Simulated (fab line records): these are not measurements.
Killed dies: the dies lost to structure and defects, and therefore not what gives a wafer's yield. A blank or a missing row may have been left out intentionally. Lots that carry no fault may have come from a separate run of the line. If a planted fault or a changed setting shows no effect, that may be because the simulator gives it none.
fab line records | flow n5Finfet
[record] lots = 7 wafers = 21
route steps=1938 shown BEOL_M6@1204 BEOL_M7@1266 BEOL_M8@1370
startH: hours from the record's first day to the start of the lot's first wafer shown | waitH: hours elapsed since this lot's preceding step | " unchanged from the row above | L1.1+2: a row that stands for several wafers | - value missing, or start not given | * or withheld: withheld | < > ~ a bound
route shown NAME@n: names a module that has steps shown in the file, with the first one's number in the route | usual: mean and standard deviation over wafers with no fault | same: alike in all rows | chamber/n: place in a boat | sites: readings site by site | _std_site: how widely they spread, as a standard deviation | _edge_site: outer sites' mean less inner sites' | radiusMm: for every site, how far away it sits from the centre of the wafer | mask NAME#n: copy n | behind: the tool/chamber that last shaped the wafer | hold: cause of the lot's hold/its duration in hours/its outcome | device: whichever transistor did not switch (one of n, p or np) | end of line: tests of these same wafers at the route's end | a step without rows: its recipe alone | killed: not the wafer's yield, but the dies lost to structure and defects at the first sort | map: dies across one wafer; x = killed, . = not, _ = none there
set.NAME: the run value of the setting; set.NAME@STEP: its run value at that earlier step | model.NAME: the simulator's own value behind a step, which no gauge read
lots where settings were altered on purpose, with a table for each step and a row for each wafer
[[steps]]
[step N5_BEOL_M6_EXPOSE_08]
[recipe] maskId = M6 na = 1.35 sourceShape = dipole sigmaInner = 0.817 sigmaOuter = 0.97 polarization = te doseMj = 68.25
// columns lot.wafer tool chamber startH waitH mask set.doseMj
L074.2+4+6 arfiScanner-03 0 187.33 - M6#0 63.26
L075.2 arfiScanner-02 0 190.45 - M6#0 70.31
L075.4+6 " 0 " " M6#0 68.25
L082.3+4 arfiScanner-03 0 239.26 - M6#0 63.68
L082.6 " 0 " " M6#0 68.25
L084.3+4+6 arfiScanner-03 0 251.77 - M6#0 68.25
L086.1+2+6 arfiScanner-02 0 261.52 - M6#0 68.25
L095.1+4+6 arfiScanner-03 0 310.59 - M6#0 68.25
L093.1 arfiScanner-03 0 330.92 - M6#0 65.22
L093.2+4 " 0 " " M6#0 68.25
[step N5_BEOL_M6_PEB_09]
[recipe] pebTempC = withheld pebTimeS = 60 resist = CAR-ArF
[step N5_BEOL_M6_DEVELOP_10]
[recipe] developTimeS = 30 developer = TMAH resist = CAR-ArF rinseLiquid = diw dry = airSpin devTempC = 23
[step N5_BEOL_M6_CD_MEAS_11]
[recipe] targetCdNm = 38.5 landingEnergyEv = 500 detector = seInlens polarity = opening
[usual] cdNm = 38.3/0.56
// columns lot.wafer tool chamber startH waitH set.doseMj@BEOL_M6_EXPOSE_08 cdNm
L074.2 cdSem-01 0 187.46 - 63.26 34.8
L074.4 " 0 " " 63.26 35.2
L074.6 " 0 " " 63.26 35.1
L075.2 cdSem-01 0 190.57 - 70.31 39.0
L075.4 " 0 " " 68.25 37.6
L075.6 " 0 " " 68.25 38.1
L082.3 cdSem-02 0 239.38 - 63.68 34.3
L082.4 " 0 " " 63.68 34.8
L082.6 " 0 " " 68.25 38.1
L084.3 cdSem-02 0 251.89 - 68.25 39.3
L084.4 " 0 " " 68.25 38.1
L084.6 " 0 " " 68.25 37.7
L086.1 cdSem-02 0 261.65 - 68.25 38.7
L086.2 " 0 " " 68.25 37.8
L086.6 " 0 " " 68.25 37.5
L095.1 cdSem-03 0 310.72 - 68.25 38.6
L095.4 " 0 " " 68.25 37.6
L095.6 " 0 " " 68.25 38.6
L093.1 cdSem-02 0 331.05 - 65.22 36.0
L093.2 " 0 " " 68.25 38.2
L093.4 " 0 " " 68.25 37.7
[step N5_BEOL_M6_DESCUM_16]
[recipe] chemistry = O2 timeS = 7.9 sourcePowerW = 50 biasPowerW = 20 pressureMtorr = 20 rfFrequencyHz = 2.712e+07 tempC = 40 resist = CAR-ArF o2FlowSccm = 225
[step N5_BEOL_M6_ETCH_61]
[recipe] chemistry = CF4 target = SiARC targetDepthA = 455 maskMaterial = CAR-ArF timeS = 75.8 ionEnergyEv = 80 pressureMtorr = 40 sourceW = 545 biasW = 36 Ar_flow_sccm = 100 cf4FlowSccm = 100 ends = cleared
// columns lot.wafer tool chamber startH waitH set.doseMj@BEOL_M6_EXPOSE_08 model.BEOL_M6.cdOffsetNm
L074.2+4+6 rieDiel-01 3,1,3 187.58 0.0 63.26 -3.6
L075.2 rieDiel-01 1 190.72 0.0 70.31 0.6
L075.4 " 2 " " 68.25 -1
L075.6 " 3 " " 68.25 -0.4
L082.3 rieDiel-02 3 239.50 0.0 63.68 -4
L082.4 " 3 " " 63.68 -3.8
L082.6 " 0 " " 68.25 -0.4
L084.3 rieDiel-01 2 252.01 0.0 68.25 0.4
L084.4+6 " 3,0 " " 68.25 -0.6
L086.1 rieDiel-01 3 261.87 0.0 68.25 0
L086.2+6 " 1,3 " " 68.25 -0.8
L095.1 rieDiel-06 1 310.84 0.0 68.25 0
L095.4 " 2 " " 68.25 -0.6
L095.6 " 3 " " 68.25 -0.4
L093.1 rieDiel-06 1 331.18 0.0 65.22 -2.4
L093.2 " 0 " " 68.25 -0.4
L093.4 " 2 " " 68.25 -1
[step N5_BEOL_M6_ETCH_62]
[recipe] chemistry = N2/H2 target = SOC targetDepthA = 1100 overetchA = 220 maskMaterial = SiARC tempC = 40 timeS = 165 ionEnergyEv = 200 pressureMtorr = 30 sourceW = 840 biasW = 150 n2FlowSccm = 200 h2FlowSccm = 200
// columns lot.wafer tool chamber startH waitH set.timeS set.doseMj@BEOL_M6_EXPOSE_08 model.BEOL_M6.cdOffsetNm model.SiARC_of_BEOL_M6_COAT_60.thkNm
L074.2+6 rieDiel-01 3 187.63 0.0 189.9 63.26 -3 27.2
L074.4 " 1 " " 165 63.26 -3.6 28.2
L075.2 rieDiel-01 1 190.78 0.0 165 70.31 1 28.2
L075.4 " 2 " " 135.3 68.25 -1.2 29.4
L075.6 " 3 " " 135.3 68.25 -0.8 29.6
L082.3 rieDiel-02 3 239.56 0.0 165 63.68 -4.2 28.6
L082.4 " 3 " " 165 63.68 -3.8 28.6
L082.6 " 0 " " 165 68.25 0 28.6
L084.3 rieDiel-01 2 252.06 0.0 165 68.25 0.4 28.2
L084.4 " 3 " " 151.5 68.25 -1 28.6
L084.6 " 0 " " 151.5 68.25 -0.6 29.4
L086.1 rieDiel-01 3 261.92 0.0 165 68.25 0.2 28.2
L086.2 " 1 " " 165 68.25 -0.8 28.4
L086.6 " 3 " " 165 68.25 -0.8 28.2
L095.1 rieDiel-06 1 310.90 0.0 197.6 68.25 0 27
L095.4 " 2 " " 197.6 68.25 -0.2 27
L095.6 " 3 " " 165 68.25 -0.4 28
L093.1 rieDiel-06 1 331.23 0.0 165 65.22 -2.8 28.8
L093.2 " 0 " " 165 68.25 -0.6 28.8
L093.4 " 2 " " 165 68.25 -1.4 28.8
[step N5_BEOL_M6_STRIP_68]
[recipe] chemistry = N2/H2 tempC = 40 n2FlowSccm = 200 h2FlowSccm = 200 rfFrequencyHz = 6e+07
[step N5_BEOL_M6_STRIP_67]
[recipe] chemistry = CF4 resist = SiARC powerW = 300 biasPowerW = 75 pressureMtorr = 50 cf4FlowSccm = 150 rfFrequencyHz = 6e+07
[step N5_BEOL_M6_HM_OPEN_17]
[recipe] chemistry = Cl2/BCl3 targetDepthA = 200 overetchA = 60 target = TiN maskMaterial = SOC ionEnergyEv = 150 pressureMtorr = 10 icpW = 1000 biasW = 126 Cl2_flow_sccm = 53.25 bcl3FlowSccm = 21.75 Ar_flow_sccm = 25
// columns lot.wafer tool chamber startH waitH set.doseMj@BEOL_M6_EXPOSE_08 set.timeS@BEOL_M6_ETCH_62 model.BEOL_M6.cdOffsetNm model.etch.depthNm
L074.2 rieMetal-03 1 187.82 0.0 63.26 189.9 -3 17.72
L074.4 " 1 " " 63.26 165 -3.6 20.05
L074.6 " 1 " " 63.26 189.9 -3 17.64
L075.2 rieMetal-02 1 190.96 0.0 70.31 165 1 20.28
L075.4 " 1 " " 68.25 135.3 -1.2 19.99
L075.6 " 0 " " 68.25 135.3 -0.6 20.08
L082.3 rieMetal-01 1 239.78 0.1 63.68 165 -4 20.03
L082.4 " 0 " " 63.68 165 -4 19.94
L082.6 " 1 " " 68.25 165 0 20.1
L084.3 rieMetal-02 1 252.29 0.1 68.25 165 0.4 19.83
L084.4 " 0 " " 68.25 151.5 -0.8 19.8
L084.6 " 1 " " 68.25 151.5 -0.4 19.82
L086.1 rieMetal-03 1 262.11 0.0 68.25 165 0.4 20.13
L086.2 " 1 " " 68.25 165 -0.8 19.93
L086.6 " 1 " " 68.25 165 -0.8 20.14
L095.1 rieMetal-03 1 311.09 0.0 68.25 197.6 0.2 17
L095.4 " 1 " " 68.25 197.6 -0.2 16.93
L095.6 " 0 " " 68.25 165 -0.4 20.16
L093.1 rieMetal-01 1 331.42 0.0 65.22 165 -2.6 19.99
L093.2 " 0 " " 68.25 165 -0.6 19.74
L093.4 " 0 " " 68.25 165 -1.4 19.84
[step N5_BEOL_M6_STRIP_19]
[recipe] chemistry = O2 powerW = 400 tempC = 40 pressureMtorr = 30 rfFrequencyHz = 6e+07 biasPowerW = 0 overashFraction = 0.2 o2FlowSccm = 225
[step N5_BEOL_M6_CD_MEAS_18]
[recipe] pitchNm = 80 targetCdNm = 40
[usual] cdNm = 39.8/0.58
// columns lot.wafer tool chamber startH waitH set.doseMj@BEOL_M6_EXPOSE_08 cdNm
L074.2 cdSem-03 - 188.00 0.1 63.26 37.3
L074.4 " - " " 63.26 35.9
L074.6 " - " " 63.26 36.8
L075.2 cdSem-02 - 191.52 0.1 70.31 41.3
L075.4 " - " " 68.25 38.9
L075.6 " - " " 68.25 39.5
L082.3 cdSem-02 - 239.93 0.1 63.68 36.2
L082.4 " - " " 63.68 35.6
L082.6 " - " " 68.25 40.1
L084.3 cdSem-03 - 252.55 0.1 68.25 40.3
L084.4 " - " " 68.25 39.2
L084.6 " - " " 68.25 39.6
L086.1 cdSem-03 - 262.53 0.0 68.25 40.7
L086.2 " - " " 68.25 39.1
L086.6 " - " " 68.25 39.3
L095.1 cdSem-01 - 311.27 0.0 68.25 40.2
L095.4 " - " " 68.25 39.8
L095.6 " - " " 68.25 39.6
L093.1 cdSem-03 - 331.60 0.0 65.22 37.5
L093.2 " - " " 68.25 39.5
L093.4 " - " " 68.25 38.5
[step N5_BEOL_M6_COAT_63]
[recipe] resist = SOC tempC = 250 timeS = 60 spinRpm = 1500 resistThkNm = 60
[step N5_BEOL_M6_COAT_64]
[recipe] resist = SiARC tempC = 220 timeS = 60 spinRpm = 1500 resistThkNm = 12
[step N5_BEOL_M6_PRECLEAN_42]
[recipe] chemistry = residueRemover timeS = 60 tempC = 40
[step N5_BEOL_M6_SRD_43]
[recipe] timeS = 30 tempC = 23 rinseLiquid = diw dry = ipaMarangoni
[step N5_BEOL_M6_CD_MEAS_35]
[recipe] targetCdNm = 40 targetCdYNm = 28 polarity = opening
[usual] cdNm = 39.8/0.53
// columns lot.wafer tool chamber startH waitH set.doseMj@BEOL_M6_EXPOSE_08 cdNm
L074.2 cdSem-01 - 190.28 0.0 63.26 36.7
L074.4 " - " " 63.26 36.3
L074.6 " - " " 63.26 37.3
L075.2 cdSem-01 - 196.07 0.0 70.31 40.7
L075.4 " - " " 68.25 38.8
L075.6 " - " " 68.25 39.1
L082.3 cdSem-03 - 242.20 0.0 63.68 35.8
L082.4 " - " " 63.68 35.8
L082.6 " - " " 68.25 40.0
L084.3 cdSem-01 - 254.66 0.0 68.25 40.2
L084.4 " - " " 68.25 39.2
L084.6 " - " " 68.25 39.8
L086.1 cdSem-01 - 266.77 0.0 68.25 40.4
L086.2 " - " " 68.25 39.5
L086.6 " - " " 68.25 39.2
L095.1 cdSem-01 - 312.68 0.0 68.25 40.3
L095.4 " - " " 68.25 40.2
L095.6 " - " " 68.25 39.7
L093.1 cdSem-03 - 336.57 0.0 65.22 37.3
L093.2 " - " " 68.25 39.0
L093.4 " - " " 68.25 38.7
[step N5_BEOL_M7_PECVD_70]
[recipe] material = SiO2 targetThkA = 200 tempC = 400 precursor = TEOS/O2 pressureTorr = 5.5 rfW = 450 teosFlowSccm = 53.8 gas = O2 flowSccm = 3000 timeS = 22.7
// columns lot.wafer tool chamber startH waitH set.tempC model.SiO2_of_BEOL_M7_PECVD_70.thkNm
L074.2 pecvd-04 2 193.58 0.0 408 18.6
L074.4 " 2 " " 408 19
L074.6 " 1 " " 400 19.4
L075.2 pecvd-01 1 199.93 0.0 417.2 17.8
L075.4 " 2 " " 417.2 18.2
L075.6 " 0 " " 417.2 18
L082.3 pecvd-01 2 247.37 0.0 400 20.6
L082.4 " 1 " " 400 20.2
L082.6 " 0 " " 387.3 22.2
L084.3 pecvd-01 1 258.43 0.0 400 19.6
L084.4 " 2 " " 400 20.4
L084.6 " 1 " " 407.3 18.8
L086.1 pecvd-02 1 270.34 0.0 400 19.8
L086.2+6 " 0,1 " " 400 20.2
L095.1 pecvd-01 1 315.80 0.0 386.3 21.8
L095.4 " 1 " " 386.3 22.2
L095.6 " 1 " " 400 20.6
L093.1 pecvd-01 1 340.64 0.0 400 20
L093.2 " 2 " " 389.8 21.6
L093.4 " 2 " " 400 20.6
[step N5_BEOL_M7_COAT_05]
[recipe] resist = CAR-ArF spinRpm = 1500 resistThkNm = 90
// columns lot.wafer tool chamber startH waitH set.spinRpm model.CAR-ArF_of_BEOL_M7_COAT_05.thkNm
L074.2+6 lithoTrack-04 0 - - 1500 90.4
L074.4 " 0 " " 1500 90
L075.2 lithoTrack-01 0 - - 1423 93
L075.4 " 0 " " 1423 92.6
L075.6 " 0 " " 1500 90.2
L082.3+6 lithoTrack-02 0 - - 1500 90.2
L082.4 " 0 " " 1648 86.2
L084.3 lithoTrack-04 0 - - 1555 88.6
L084.4 " 0 " " 1500 90
L084.6 " 0 " " 1555 88.2
L086.1+2+6 lithoTrack-02 0 - - 1500 90
L095.1 lithoTrack-01 0 - - 1500 89.2
L095.4+6 " 0 " " 1618 86
L093.1+4 lithoTrack-02 0 - - 1500 90
L093.2 " 0 " " 1663 85.4
[step N5_BEOL_M7_EBR_07]
[recipe] solvent = PGMEA ebrWidthMm = 1.5
[step N5_BEOL_M7_SOFTBAKE_06]
[recipe] tempC = 110 timeS = 60 resist = CAR-ArF
[step N5_BEOL_M7_DESCUM_16]
[recipe] chemistry = O2 timeS = 7.9 sourcePowerW = 50 biasPowerW = 20 pressureMtorr = 20 rfFrequencyHz = 2.712e+07 tempC = 40 resist = CAR-ArF o2FlowSccm = 225
[step N5_BEOL_M7_ETCH_61]
[recipe] chemistry = CF4 target = SiARC targetDepthA = 455 maskMaterial = CAR-ArF timeS = 75.8 ionEnergyEv = 80 pressureMtorr = 40 sourceW = 545 biasW = 36 Ar_flow_sccm = 100 cf4FlowSccm = 100 ends = cleared
// columns lot.wafer tool chamber startH waitH set.spinRpm@BEOL_M7_COAT_05 model.CAR-ArF_of_BEOL_M7_COAT_05.thkNm
L074.2+6 rieDiel-03 3,0 196.78 0.0 1500 51.2
L074.4 " 3 " " 1500 51
L075.2 rieDiel-05 2 201.54 0.0 1423 53.8
L075.4 " 3 " " 1423 53.4
L075.6 " 3 " " 1500 50.8
L082.3+6 rieDiel-03 3,1 248.62 0.0 1500 51
L082.4 " 2 " " 1648 47
L084.3 rieDiel-03 1 261.48 0.0 1555 49.6
L084.4 " 2 " " 1500 51
L084.6 " 1 " " 1555 49
L086.1+2 rieDiel-03 3,1 272.92 0.0 1500 51
L086.6 " 2 " " 1500 51.2
L095.1 rieDiel-04 2 317.27 0.0 1500 50
L095.4+6 " 1 " " 1618 46.8
L093.1 rieDiel-05 1 342.33 0.0 1500 51.2
L093.2 " 0 " " 1663 46.2
L093.4 " 3 " " 1500 50.8
[step N5_BEOL_M7_VIA_ETCH_34]
[recipe] chemistry = C4F6/O2 target = SiCOH_lowk targetDepthA = 1255 maskMaterial = SOC taperDeg = 4 timeS = 50.5 ionEnergyEv = 250 pressureMtorr = 30 sourceW = 345 biasW = 185 Ar_flow_sccm = 300 C4F6_flow_sccm = 10 O2_flow_sccm = 10
// columns lot.wafer tool chamber startH waitH set.timeS model.etch.depthNm model.SOC_of_BEOL_M7_COAT_63.thkNm
L074.2 rieDiel-04 2 200.43 0.0 50.5 127.2 54
L074.4 " 1 " " 50.5 122.9 54.2
L074.6 " 3 " " 50.5 123.1 54.2
L075.2 rieDiel-03 3 202.83 0.0 50.5 129.7 53.8
L075.4 " 0 " " 50.5 125.1 54
L075.6 " 1 " " 55.18 138.2 53.2
L082.3 rieDiel-05 2 250.83 0.0 47.43 115.9 54
L082.4 " 3 " " 50.5 124.5 54
L082.6 " 3 " " 47.43 116.3 54.4
L084.3 rieDiel-04 3 266.15 0.0 50.5 127.3 54
L084.4 " 1 " " 50.5 123.7 54.2
L084.6 " 0 " " 50.5 126.7 54
L086.1 rieDiel-03 0 276.05 0.0 50.5 124.1 54.4
L086.2 " 1 " " 50.5 124.1 54.2
L086.6 " 0 " " 50.5 123.9 54.6
L095.1 rieDiel-05 0 318.43 0.0 61.03 149.9 53
L095.4 " 1 " " 61.03 143.7 53.2
L095.6 " 2 " " 50.5 122.2 54.2
L093.1 rieDiel-04 3 345.58 0.0 58.25 144.4 53
L093.2 " 0 " " 50.5 128 54
L093.4 " 1 " " 50.5 122.9 54.2
[step N5_BEOL_M7_TRENCH_ETCH_37]
[recipe] chemistry = C4F6/O2 targetDepthA = 934.78 target = SiCOH_lowk timeS = 31.2 ionEnergyEv = 250 pressureMtorr = 30 sourceW = 345 biasW = 185 Ar_flow_sccm = 300 C4F6_flow_sccm = 10 O2_flow_sccm = 10
[usual] rfVppV = 666/14
// columns lot.wafer tool chamber startH waitH set.biasW rfVppV
L074.2 rieDiel-04 2 - - 185 669
L074.4 " 1 " " 185 647
L074.6 " 3 " " 185 649
L075.2 rieDiel-03 3 - - 185 689
L075.4 " 0 " " 185 662
L075.6 " 1 " " 185 677
L082.3 rieDiel-05 2 - - 200.7 689
L082.4 " 3 " " 200.7 722
L082.6 " 3 " " 200.7 723
L084.3 rieDiel-04 3 - - 155.8 567
L084.4 " 1 " " 185 646
L084.6 " 0 " " 155.8 591
L086.1 rieDiel-03 0 - - 185 662
L086.2 " 1 " " 185 678
L086.6 " 0 " " 185 662
L095.1 rieDiel-05 0 - - 161.8 606
L095.4 " 1 " " 185 657
L095.6 " 2 " " 161.8 580
L093.1 rieDiel-04 3 - - 185 649
L093.2 " 0 " " 185 677
L093.4 " 1 " " 217.2 733
[step N5_BEOL_M8_ETCH_65]
[recipe] chemistry = CF4 target = SiARC targetDepthA = 156 maskMaterial = CAR-EUV timeS = 26 ionEnergyEv = 80 pressureMtorr = 40 sourceW = 545 biasW = 36 Ar_flow_sccm = 100 cf4FlowSccm = 100 ends = cleared
[usual] etchRfOnTimeS = 26.1/0.7 rfVppV = 184.2/1.3
// columns lot.wafer tool chamber startH waitH set.sourceW etchRfOnTimeS rfVppV
L074.2 rieDiel-01 3 208.88 0.0 545 25.1 183.2
L074.4 " 1 " " 545 25.4 184.0
L074.6 " 2 " " 449.4 30.2 194.5
L075.2 rieDiel-01 0 212.14 0.0 545 26.9 183.5
L075.4 " 1 " " 476.9 28.7 191.6
L075.6 " 1 " " 476.9 28.5 192.7
L082.3 rieDiel-06 1 261.14 0.0 620.4 23.6 176.1
L082.4 " 3 " " 545 24.9 182.8
L082.6 " 2 " " 545 25.6 184.5
L084.3 rieDiel-02 0 275.85 0.0 604.1 23.8 177.1
L084.4 " 3 " " 604.1 23.9 176.8
L084.6 " 2 " " 604.1 23.9 179.4
L086.1 rieDiel-06 0 285.61 0.0 545 25.4 185.0
L086.2 " 3 " " 545 25.1 185.3
L086.6 " 2 " " 545 26.0 183.9
L095.1 rieDiel-02 3 324.41 0.0 594.3 23.1 181.2
L095.4 " 0 " " 545 25.8 183.2
L095.6 " 2 " " 545 25.7 184.1
L093.1 rieDiel-06 0 352.24 0.0 451.1 30.0 197.2
L093.2 " 3 " " 545 25.1 183.6
L093.4 " 1 " " 545 26.4 184.0
[step N5_BEOL_M8_TRENCH_ETCH_37]
[recipe] chemistry = C4F6/O2 targetDepthA = 934.78 target = SiCOH_lowk timeS = 31.2 ionEnergyEv = 250 pressureMtorr = 30 sourceW = 345 biasW = 185 Ar_flow_sccm = 300 C4F6_flow_sccm = 10 O2_flow_sccm = 10
[usual] rfVppV = 661/11
// columns lot.wafer tool chamber startH waitH set.biasW rfVppV
L074.2 rieDiel-01 3 - - 162.2 592
L074.4 " 1 " " 185 654
L074.6 " 2 " " 185 674
L075.2 rieDiel-01 0 - - 185 652
L075.4 " 1 " " 185 655
L075.6 " 1 " " 185 656
L082.3 rieDiel-06 1 - - 201.9 727
L082.4 " 3 " " 201.9 705
L082.6 " 2 " " 185 662
L084.3 rieDiel-02 0 - - 206.7 705
L084.4 " 3 " " 185 653
L084.6 " 2 " " 185 670
L086.1 rieDiel-06 0 - - 185 640
L086.2 " 3 " " 185 656
L086.6 " 2 " " 185 664
L095.1 rieDiel-02 3 - - 185 662
L095.4 " 0 " " 185 644
L095.6 " 2 " " 185 668
L093.1 rieDiel-06 0 - - 185 640
L093.2 " 3 " " 185 657
L093.4 " 1 " " 216.7 768
[[key]]
[split] step = N5_BEOL_M6_EXPOSE_08 setting = doseMj stated = 68.25 by = wafer
[response] step = N5_BEOL_M6_CD_MEAS_11 reading = cdNm change = +0.491 per = 1% r = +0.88
[response] step = N5_BEOL_M6_ETCH_61 reading = model.BEOL_M6.cdOffsetNm change = +0.474 per = 1% r = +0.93
[response] step = N5_BEOL_M6_ETCH_62 reading = model.BEOL_M6.cdOffsetNm change = +0.554 per = 1% r = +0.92
[response] step = N5_BEOL_M6_HM_OPEN_17 reading = model.BEOL_M6.cdOffsetNm change = +0.538 per = 1% r = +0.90
[response] step = N5_BEOL_M6_CD_MEAS_18 reading = cdNm change = +0.56 per = 1% r = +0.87
[response] step = N5_BEOL_M6_CD_MEAS_35 reading = cdNm change = +0.547 per = 1% r = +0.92
[split] step = N5_BEOL_M6_ETCH_62 setting = timeS stated = 165 by = wafer
[response] step = N5_BEOL_M6_ETCH_62 reading = model.SiARC_of_BEOL_M6_COAT_60.thkNm change = -0.0642 per = 1% r = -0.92
[response] step = N5_BEOL_M6_HM_OPEN_17 reading = model.etch.depthNm shape = bent atLowest = 20.03 atStated = 20.01 atHighest = 16.96
[split] step = N5_BEOL_M7_PECVD_70 setting = tempC stated = 400 by = wafer
[response] step = N5_BEOL_M7_PECVD_70 reading = model.SiO2_of_BEOL_M7_PECVD_70.thkNm change = -0.483 per = 1% r = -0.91
[split] step = N5_BEOL_M7_COAT_05 setting = spinRpm stated = 1500 by = wafer
[response] step = N5_BEOL_M7_COAT_05 reading = model.CAR-ArF_of_BEOL_M7_COAT_05.thkNm change = -0.422 per = 1% r = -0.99
[response] step = N5_BEOL_M7_ETCH_61 reading = model.CAR-ArF_of_BEOL_M7_COAT_05.thkNm change = -0.433 per = 1% r = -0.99
[split] step = N5_BEOL_M7_VIA_ETCH_34 setting = timeS stated = 50.5 by = wafer
[response] step = N5_BEOL_M7_VIA_ETCH_34 reading = model.etch.depthNm change = +1.21 per = 1% r = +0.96
[response] step = N5_BEOL_M7_VIA_ETCH_34 reading = model.SOC_of_BEOL_M7_COAT_63.thkNm change = -0.0599 per = 1% r = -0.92
[split] step = N5_BEOL_M7_TRENCH_ETCH_37 setting = biasW stated = 185 by = wafer
[response] step = N5_BEOL_M7_TRENCH_ETCH_37 reading = rfVppV change = +4.34 per = 1% r = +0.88
[split] step = N5_BEOL_M8_ETCH_65 setting = sourceW stated = 545 by = wafer
[response] step = N5_BEOL_M8_ETCH_65 reading = etchRfOnTimeS change = * per = 1% r = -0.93
[response] step = N5_BEOL_M8_ETCH_65 reading = rfVppV change = -0.634 per = 1% r = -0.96
[split] step = N5_BEOL_M8_TRENCH_ETCH_37 setting = biasW stated = 185 by = wafer
[response] step = N5_BEOL_M8_TRENCH_ETCH_37 reading = rfVppV change = +5.91 per = 1% r = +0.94
